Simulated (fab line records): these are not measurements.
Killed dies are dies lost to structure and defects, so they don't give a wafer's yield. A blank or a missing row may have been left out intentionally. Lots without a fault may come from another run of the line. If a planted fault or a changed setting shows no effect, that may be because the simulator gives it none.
fab line records ; flow nand_harc
[record] lots = 12; wafers = 36; last_day = 34
route steps=1302 shown A_CHANNEL_FILL_D1@501 A_ONON_D2@549 END@1302
lots with no fault: from the same line, run without faults
start_h: start of the lot's first displayed wafer, in hours after the record's first day ; wait_h: hours elapsed since this lot's preceding step ; " as in the row above ; L1.1+2: several wafers, shown together as one row ; - no value, or no start given ; * or withheld: withheld ; < > ~ a bound
route shown NAME@n: names a module that has steps shown in the file, with the first one's number in the route ; usual: mean/standard deviation taken from wafers without a fault ; same: alike in all rows ; chamber/n: place in a boat ; sites: readings site by site ; _std_site: how widely they spread, as a standard deviation ; _edge_site: inner sites' mean taken away from outer sites' mean ; radius_mm: for every site, how far away it sits from the centre of the wafer ; mask NAME#n: copy n ; behind: the tool/chamber that last shaped the wafer ; hold: the reason the lot was held/the length of the hold in hours/how it ended ; device: whichever transistor did not switch (one of n, p or np) ; end of line: tests of these same wafers at the route's end ; a step given without rows: its recipe and nothing more ; killed: count of dies lost to structure and defects at first sort (not the wafer's yield) ; map: a wafer's dies, x killed, . not, _ none there
set.NAME: setting as actually run; set.NAME@STEP: the setting as run at that earlier step ; model.NAME: the simulator's own value behind a step, which no gauge read
route steps across a sampled set of lots; one table per step, one row per wafer
services: the hour from which a tool's chamber was out of use, counted from the record's first day as start_h (under 0 if before that day), plus the number of hours and why
[[steps]]
[step NHARC_A_CHANNEL_FILL_D1_STRIP_28]
[recipe] time_s = 20; o2_flow_sccm = 500; ar_flow_sccm = 0; bias_w = 0; chemistry = O2
[usual] drypump_motor_current_A = 5.7/0.46; oes_product_au = 1.000/0.013; rf_vpp_V = 57.8/0.97; showerhead_plenum_p_Torr = 3.55/0.15; throttle_valve_pct = 17.035/0.0089
lot.wafer;tool;chamber;start_h;wait_h;drypump_motor_current_A;oes_product_au;rf_hours_counter_h;rf_vpp_V;showerhead_plenum_p_Torr;throttle_valve_pct
L907.2;rie_diel-01;3;217.53;0.1;5.3;0.999;1;58.2;3.69;17.042
L907.3;rie_diel-01;1;217.53;0.1;6.4;0.994;1;58.2;3.62;17.041
L907.6;rie_diel-01;2;217.53;0.1;6.7;1.022;-;57.2;3.50;17.031
L908.2;rie_diel-03;1;237.52;0.1;5.0;1.001;10;57.5;3.45;17.038
L908.3;rie_diel-03;2;237.52;0.1;5.2;1.002;10;58.5;3.74;17.037
L908.1;rie_diel-03;3;237.52;0.1;5.4;1.001;9;58.0;3.65;17.031
L909.4;rie_diel-03;2;257.64;0.1;5.2;0.994;11;59.6;3.73;17.047
L909.1;rie_diel-03;1;257.64;0.1;5.0;1.013;11;57.6;3.45;17.029
L909.5;rie_diel-03;3;257.64;0.1;5.4;1.001;-;56.7;3.65;17.017
L911.2;rie_diel-03;0;271.18;0.1;6.0;1.003;11;60.1;3.67;17.033
L911.1;rie_diel-03;1;271.18;0.1;5.0;1.030;11;57.5;3.45;17.014
L911.4;rie_diel-03;2;271.18;0.1;5.2;1.004;-;56.6;3.74;17.025
L912.1;rie_diel-08;2;274.91;0.1;5.4;0.971;3;58.4;3.55;17.048
L912.2;rie_diel-08;3;274.91;0.1;5.9;0.998;3;56.5;3.32;17.050
L912.6;rie_diel-08;2;274.91;0.1;5.4;0.971;-;57.5;3.55;17.023
L913.4;rie_diel-08;3;285.33;0.1;5.9;1.016;4;56.5;3.32;17.044
L913.3;rie_diel-08;1;285.33;0.1;6.1;1.015;4;57.2;3.30;17.024
L913.1;rie_diel-08;2;285.33;0.1;5.4;0.980;4;58.7;3.55;17.023
L914.4;rie_diel-01;2;292.78;0.1;6.6;1.011;5;57.6;3.50;17.038
L914.5;rie_diel-01;0;292.78;0.1;5.7;1.015;-;58.4;3.69;17.029
L914.6;rie_diel-01;1;292.78;0.1;6.4;1.005;-;58.4;3.62;17.046
L923.4;rie_diel-08;3;389.59;0.1;5.9;1.006;1;56.8;3.31;17.026
L923.2;rie_diel-08;2;389.59;0.1;5.4;0.981;1;57.3;3.55;17.047
L923.5;rie_diel-08;3;389.59;0.1;5.9;1.013;-;58.0;3.32;17.041
L926.3;rie_diel-08;3;408.40;0.1;5.9;1.005;1;57.1;3.31;17.044
L926.1;rie_diel-08;2;408.40;0.1;5.4;0.978;2;58.2;3.55;17.038
L926.4;rie_diel-08;2;408.40;0.1;5.4;0.976;-;57.7;3.55;17.021
L925.3;rie_diel-03;3;408.41;0.1;5.4;0.979;7;58.8;3.65;17.033
L925.4;rie_diel-03;1;408.41;0.1;5.0;0.989;7;58.2;3.44;17.013
L925.5;rie_diel-03;3;408.41;0.1;5.4;0.982;-;57.4;3.65;17.022
L928.2;rie_diel-08;0;431.86;0.1;6.0;1.013;1;57.4;3.31;17.030
L928.1;rie_diel-08;1;431.86;0.1;6.1;0.982;3;57.5;3.29;17.041
L928.5;rie_diel-08;0;431.86;0.1;6.0;1.011;-;56.5;3.31;17.030
L929.2;rie_diel-03;1;438.82;0.1;5.0;0.987;9;58.7;3.44;17.042
L929.4;rie_diel-03;3;438.82;0.1;5.4;0.985;8;56.8;3.65;17.028
L929.6;rie_diel-03;1;438.82;0.1;5.0;0.982;-;57.2;3.44;17.044
[step NHARC_A_CHANNEL_FILL_D1_ETCHBACK_08]
[recipe] target_depth_a = 2200; time_s = 110; c4f8_flow_sccm = 20; ar_flow_sccm = withheld; rf_w = 600; bias_w = 300; chemistry = C4F8
[usual] oes_product_au = 0.96/0.037; rf_vpp_V = 440.2/3
lot.wafer;tool;chamber;start_h;wait_h;oes_product_au;rf_hours_counter_h;rf_vpp_V
L907.3;rie_diel-01;1;-;-;0.93;2.8;442.2
L907.2;rie_diel-01;3;-;-;0.92;2.5;445.5
L907.6;rie_diel-01;1;-;-;0.93;-;442.5
L908.2;rie_diel-08;3;-;-;0.99;2.2;438.0
L908.3;rie_diel-08;0;-;-;0.99;2.4;436.3
L908.1;rie_diel-08;1;-;-;1.01;2.9;435.7
L909.1;rie_diel-08;2;-;-;0.94;3.1;441.4
L909.4;rie_diel-08;1;-;-;0.97;3.5;437.4
L909.5;rie_diel-08;3;-;-;0.96;-;437.5
L911.2;rie_diel-08;0;-;-;1.00;4.7;437.3
L911.4;rie_diel-08;1;-;-;1.01;4.9;436.1
L911.1;rie_diel-08;2;-;-;0.97;4.2;441.3
L912.2;rie_diel-01;2;-;-;1.02;4.7;439.4
L912.1;rie_diel-01;1;-;-;1.01;4.6;443.0
L912.6;rie_diel-01;2;-;-;1.01;-;440.4
L913.3;rie_diel-08;2;-;-;0.90;4.8;442.1
L913.4;rie_diel-08;3;-;-;0.92;4.6;437.0
L913.1;rie_diel-08;1;-;-;0.93;5.4;436.9
L914.4;rie_diel-08;2;-;-;0.90;4.9;442.3
L914.5;rie_diel-08;0;-;-;0.93;-;437.8
L914.6;rie_diel-08;1;-;-;0.92;-;436.7
L923.2;rie_diel-01;0;-;-;1.01;0.6;443.2
L923.4;rie_diel-01;2;-;-;0.99;0.5;440.1
L923.5;rie_diel-01;3;-;-;1.00;-;442.6
L926.4;rie_diel-01;2;-;-;1.00;1.8;439.8
L926.3;rie_diel-01;3;-;-;1.01;1.7;442.9
L926.1;rie_diel-01;0;-;-;1.04;1.4;443.6
L925.3;rie_diel-08;3;-;-;0.97;2.1;437.4
L925.4;rie_diel-08;1;-;-;0.94;2.4;435.7
L925.5;rie_diel-08;0;-;-;0.96;-;436.9
L928.1;rie_diel-03;3;-;-;0.91;8.5;444.2
L928.2;rie_diel-03;0;-;-;0.98;8.9;444.2
L928.5;rie_diel-03;2;-;-;0.94;-;445.3
L929.4;rie_diel-01;0;-;-;0.94;3.0;444.6
L929.2;rie_diel-01;3;-;-;0.94;3.1;442.2
L929.6;rie_diel-01;1;-;-;0.92;-;441.0
[step NHARC_A_ONON_D2_DEP_06]
[recipe] target_thk_a = 10000; n2_flow_sccm = 2750; n2o_flow_sccm = 2000; nh3_flow_sccm = 500; sih4_flow_sccm = 210; temp_c = 400
lot.wafer;tool;chamber;start_h;wait_h
L907.2+3+6;pecvd_onon-03;0;275.16;0.1
L908.1+2+3;pecvd_onon-02;0;298.02;0.1
L909.1+4+5;pecvd_onon-03;0;318.72;0.1
L911.1+2+4;pecvd_onon-02;0;333.04;0.1
L912.1+2+6;pecvd_onon-03;0;333.04;0.1
L913.1+3+4;pecvd_onon-02;0;345.54;0.1
L914.4+5+6;pecvd_onon-04;0;354.18;0.2
L923.2+4+5;pecvd_onon-02;0;450.82;0.1
L926.1+3+4;pecvd_onon-03;0;464.33;0.1
L925.3+4+5;pecvd_onon-02;0;464.53;0.2
L928.1+2+5;pecvd_onon-03;0;491.02;0.1
L929.2+4+6;pecvd_onon-03;0;514.28;0.1
[step NHARC_A_ONON_D2_THK_MEAS_08]
[recipe] thk_meas_gauge = ellipsometry
[usual] thk_nm = 1003/9.6
lot.wafer;tool;chamber;start_h;wait_h;thk_nm
L907.2;film_metro-02;-;275.62;-;1000
L907.3;film_metro-02;-;275.62;-;1002
L907.6;film_metro-02;-;275.62;-;1000
L908.1;film_metro-02;-;298.53;-;1001
L908.2;film_metro-02;-;298.53;-;1001
L908.3;film_metro-02;-;298.53;-;1001
L909.1;film_metro-01;-;319.24;-;993
L909.4;film_metro-01;-;319.24;-;995
L909.5;film_metro-01;-;319.24;-;992
L911.1;film_metro-01;-;333.55;-;1007
L911.2;film_metro-01;-;333.55;-;1008
L911.4;film_metro-01;-;333.55;-;1007
L912.1;film_metro-02;-;333.58;-;993
L912.2;film_metro-02;-;333.58;-;994
L912.6;film_metro-02;-;333.58;-;990
L913.1;film_metro-01;-;346.05;-;1001
L913.3;film_metro-01;-;346.05;-;1001
L913.4;film_metro-01;-;346.05;-;1003
L914.4;film_metro-02;-;354.52;-;1008
L914.5;film_metro-02;-;354.52;-;1008
L914.6;film_metro-02;-;354.52;-;1008
L923.2;film_metro-01;-;451.27;-;1119
L923.4;film_metro-01;-;451.27;-;1023
L923.5;film_metro-01;-;451.27;-;1118
L926.1;film_metro-01;-;464.84;-;1011
L926.3;film_metro-01;-;464.84;-;1009
L926.4;film_metro-01;-;464.84;-;1010
L925.3;film_metro-02;-;464.93;-;1000
L925.4;film_metro-02;-;464.93;-;1000
L925.5;film_metro-02;-;464.93;-;1096
L928.1;film_metro-02;-;491.54;-;989
L928.2;film_metro-02;-;491.54;-;990
L928.5;film_metro-02;-;491.54;-;992
L929.2;film_metro-02;-;514.74;-;1016
L929.4;film_metro-02;-;514.74;-;1015
L929.6;film_metro-02;-;514.74;-;1015
[step NHARC_A_ONON_D2_DEP_33]
[recipe] target_thk_a = 2000; temp_c = 400; pressure_torr = 6.5; rf_w = 900; teos_flow_sccm = 161.4; flow_sccm = 2650; target_thk_nm = 200; gas = O2; material = SiO2
[usual] heater_power_w = 593/86; throttle_valve_pct = 15.9/0.46
lot.wafer;tool;chamber;start_h;wait_h;heater_power_w;throttle_valve_pct
L907.3;pecvd-03;2;286.47;0.1;635;16.1
L907.2;pecvd-03;0;286.47;0.1;656;16.3
L907.6;pecvd-03;0;286.47;0.1;682;15.9
L908.3;pecvd-01;2;310.79;0.1;718;16.6
L908.1;pecvd-01;0;310.79;0.1;639;16.1
L908.2;pecvd-01;1;310.79;0.1;489;16.5
L909.1;pecvd-02;0;330.25;0.1;635;16.5
L909.4;pecvd-02;1;330.25;0.1;638;15.5
L909.5;pecvd-02;2;330.25;0.1;511;15.8
L911.1;pecvd-02;1;344.70;0.1;641;15.4
L911.2;pecvd-02;2;344.70;0.1;470;15.6
L911.4;pecvd-02;0;344.70;0.1;613;16.3
L912.2;pecvd-01;2;344.78;0.1;602;16.7
L912.1;pecvd-01;0;344.78;0.1;740;15.6
L912.6;pecvd-01;2;344.78;0.1;616;16.6
L913.3;pecvd-03;2;357.69;0.1;578;16.2
L913.1;pecvd-03;0;357.69;0.1;558;16.3
L913.4;pecvd-03;0;357.69;0.1;610;16.3
L914.6;pecvd-01;2;365.50;0.2;741;16.5
L914.4;pecvd-01;0;365.50;0.2;627;16.0
L914.5;pecvd-01;1;365.50;0.2;640;15.8
L923.2;pecvd-01;0;462.51;0.1;761;16.0
L923.4;pecvd-01;1;462.51;0.1;604;16.3
L923.5;pecvd-01;2;462.51;0.1;583;16.7
L925.3;pecvd-02;1;473.27;0.3;633;15.1
L925.5;pecvd-02;2;473.27;0.3;527;15.2
L925.4;pecvd-02;0;473.27;0.3;505;16.7
L926.3;pecvd-03;0;473.29;0.3;640;15.6
L926.1;pecvd-03;2;473.29;0.3;608;15.6
L926.4;pecvd-03;1;473.29;0.3;420;15.9
L928.2;pecvd-02;1;502.75;0.3;642;15.4
L928.1;pecvd-02;0;502.75;0.3;583;16.3
L928.5;pecvd-02;0;502.75;0.3;583;16.3
L929.2;pecvd-03;0;525.81;0.1;537;15.7
L929.4;pecvd-03;2;525.81;0.1;558;16.0
L929.6;pecvd-03;1;525.81;0.1;433;15.7
[step NHARC_END_SORT_01]
[recipe] temp_c = 25
[usual] killed_at_array = 59/16; killed_at_other = 0.7/1.1; killed_at_periphery = 4/3; killed_dies = 64/16; killed_open = 3.4/1.8; killed_short = 2.6/1.7
[same] gross_dies = 677
lot.wafer;tool;chamber;start_h;wait_h;killed_at_array;killed_at_other;killed_at_periphery;killed_dies;killed_open;killed_short
L909.1;prober-01;0;594.74;2.5;75;1;3;79;4;3
L909.4;prober-01;0;597.16;3.4;68;0;3;71;5;4
L909.5;prober-01;0;597.97;3.7;81;0;1;82;4;3
L923.2;prober-02;0;734.79;2.8;105;0;2;107;2;1
L923.4;prober-02;0;736.35;3.3;98;0;2;100;7;1
L923.5;prober-02;0;737.13;3.6;89;0;2;91;1;1
// killed by level:class
L909.1 A_CHANNEL_HOLE_D1:chamber_film_flake=31 A_SLIT:chamber_film_flake=18 A_CHANNEL_HOLE_D2:chamber_film_flake=10 A_CONTACT:chamber_film_flake=4 A_STAIRCASE:chamber_film_flake=3 A_ONON_D1:geometric_particle:open=2 A_CHANNEL_FILL_D2:chamber_film_flake=2 P_GATE:geometric_particle:short=1
L909.4 A_CHANNEL_HOLE_D1:chamber_film_flake=33 A_SLIT:chamber_film_flake=11 A_CHANNEL_HOLE_D2:chamber_film_flake=9 A_STAIRCASE:chamber_film_flake=3 A_CONTACT:chamber_film_flake=3 A_WL_FILL:chamber_film_flake=2 P_STI:geometric_particle:open=1 P_GATE:geometric_particle:open=1
L909.5 A_CHANNEL_HOLE_D1:chamber_film_flake=35 A_SLIT:chamber_film_flake=21 A_CHANNEL_HOLE_D2:chamber_film_flake=6 A_STAIRCASE:chamber_film_flake=4 A_CONTACT:chamber_film_flake=3 A_DECK1_JOINT:geometric_particle:short=2 A_WL_FILL:geometric_particle:open=2 A_ZERO_WELL:chamber_film_flake=2
L923.2 A_CHANNEL_HOLE_D1:chamber_film_flake=42 A_CHANNEL_HOLE_D2:chamber_film_flake=32 A_SLIT:chamber_film_flake=22 A_WL_FILL:chamber_film_flake=5 P_CONTACT:geometric_particle:open=1 A_SGD_CUT:geometric_particle:short=1 A_BLC:geometric_particle:open=1 P_ZERO_WELL:chamber_film_flake=1
L923.4 A_CHANNEL_HOLE_D1:chamber_film_flake=38 A_SLIT:chamber_film_flake=33 A_CHANNEL_HOLE_D2:chamber_film_flake=12 A_WL_FILL:chamber_film_flake=3 A_ONON_D1:geometric_particle:open=2 A_STAIRCASE:chamber_film_flake=2 P_M0:geometric_particle:open=1 A_SOURCE_PLATE:geometric_particle:open=1
L923.5 A_CHANNEL_HOLE_D1:chamber_film_flake=35 A_SLIT:chamber_film_flake=34 A_CHANNEL_HOLE_D2:chamber_film_flake=13 A_CONTACT:chamber_film_flake=4 A_WL_FILL:chamber_film_flake=2 P_GATE:geometric_particle:open=1 A_WL_FILL:geometric_particle:short=1 P_STI:chamber_film_flake=1
[[services]]
tool;chamber;start_h;hours;kind
rie_diel-03;1;194.16;2.6;repair
rie_diel-08;2;195.66;3.6;repair
rie_diel-01;-;203.80;9.0;pm
pecvd_onon-03;-;227.01;13.0;pm
rie_diel-08;2;237.88;5.5;repair
rie_diel-03;-;243.59;0.1;repair
rie_diel-03;-;254.66;0.1;repair
rie_diel-08;1;263.68;9.3;repair
rie_diel-03;3;266.46;11.2;repair
rie_diel-03;-;281.30;9.0;pm
rie_diel-08;-;296.39;1.1;repair
rie_diel-03;3;304.22;4.9;repair
rie_diel-03;-;306.85;1.1;repair
rie_diel-01;-;316.09;0.9;repair
rie_diel-03;0;344.85;2.5;repair
rie_diel-03;2;353.58;9.0;repair
rie_diel-08;-;367.86;9.0;pm
rie_diel-01;-;380.80;9.0;pm
rie_diel-03;1;387.70;4.8;repair
rie_diel-08;0;398.25;17.8;repair
rie_diel-08;-;433.42;0.2;repair
rie_diel-08;-;435.87;0.5;repair
rie_diel-08;-;459.65;3.6;repair
rie_diel-08;3;464.91;10.4;repair
[[key]]
[first_sign] step = NHARC_A_ONON_D2_THK_MEAS_08; reading = thk_nm; direction = up; sigmas = 11; usual = 1003; struck = 1111
effect none on later readings
met_at NHARC_A_ONON_D2_DEP_06
struck_lots L923,L925
struck_wafers L923.2,L923.5,L925.5
tester_left_out L923,L925
not_acting_at NHARC_A_CHANNEL_FILL_D1_STRIP_28,NHARC_A_CHANNEL_FILL_D1_ETCHBACK_08,NHARC_A_ONON_D2_DEP_33
onset_between 345.54 450.82
[fault] kind = process_parameter_drift; tool = pecvd_onon-02; chamber = -; onset_h = 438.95; steps = NHARC_A_ONON_D2_DEP_06; channel = target_thk_a; offset = *; shape = step; end_h = 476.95; scope = struck_wafers_only; acts_in = *; stated = *
// tester_left_out: of these lots the tester's yield and bins aren't shown, on N5 and GAA mostly nor the transistor test; their killed dies are dies lost to structure and defects alone, not to doping, threshold or leakage, so they don't give the yield
